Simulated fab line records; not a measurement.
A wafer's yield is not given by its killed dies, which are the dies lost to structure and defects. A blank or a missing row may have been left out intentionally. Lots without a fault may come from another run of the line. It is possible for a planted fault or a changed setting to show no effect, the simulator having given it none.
Chamber matching ; flow n5-finfet ; N5_BEOL_M5_ETCH_62 on rie-diel-06: 4 sister chambers
The step etches SOC in N2/H2, target depth 75 nm, overetch 15 nm, time 112.5 s. 4 wafers are shown with their chamber, then 9 later ones without.

## WAFERS PAIRED WITH THEIR CHAMBERS
wafer;chamber;showerhead-plenum-p-Torr (Torr)
L075.6;1;2.53
L087.1;2;2.62
L087.5;0;2.45
L087.6;3;2.62

## WAFERS MISSING THEIR CHAMBER
wafer;showerhead-plenum-p-Torr (Torr)
L092.4;2.52
L092.5;2.62
L092.6;2.52
L095.1;2.61
L095.3;2.52
L095.5;2.52
L097.1;2.62
L097.3;2.61
L097.5;2.61

## THE CHAMBER EACH PASSED THROUGH
wafer;from the rows above;in truth
L092.4;1;1
L092.5;can't be placed: 2 or 3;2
L092.6;1;1
L095.1;can't be placed: 2 or 3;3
L095.3;1;1
L095.5;1;1
L097.1;can't be placed: 2 or 3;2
L097.3;can't be placed: 2 or 3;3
L097.5;can't be placed: 2 or 3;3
Correctly placed: 4 of 9. Cannot be placed on the basis of these rows: 5; the candidates contain the true chamber in 5. 0 placed wrongly.
How it was worked out, from the rows above alone: a wafer's distance from a chamber is the root of the sum, over the readings, of the square of ((its reading less the chamber's mean) divided by the reading's scatter). If the next closest chamber is less than 2 further off than the closest, the wafer can't be placed; otherwise it belongs to the closest. Each chamber's mean is taken over the wafers shown for it. The scatter (one wafer shown for each chamber): square how far every hidden wafer sits from the nearest shown wafer, average those squares and take the square root.
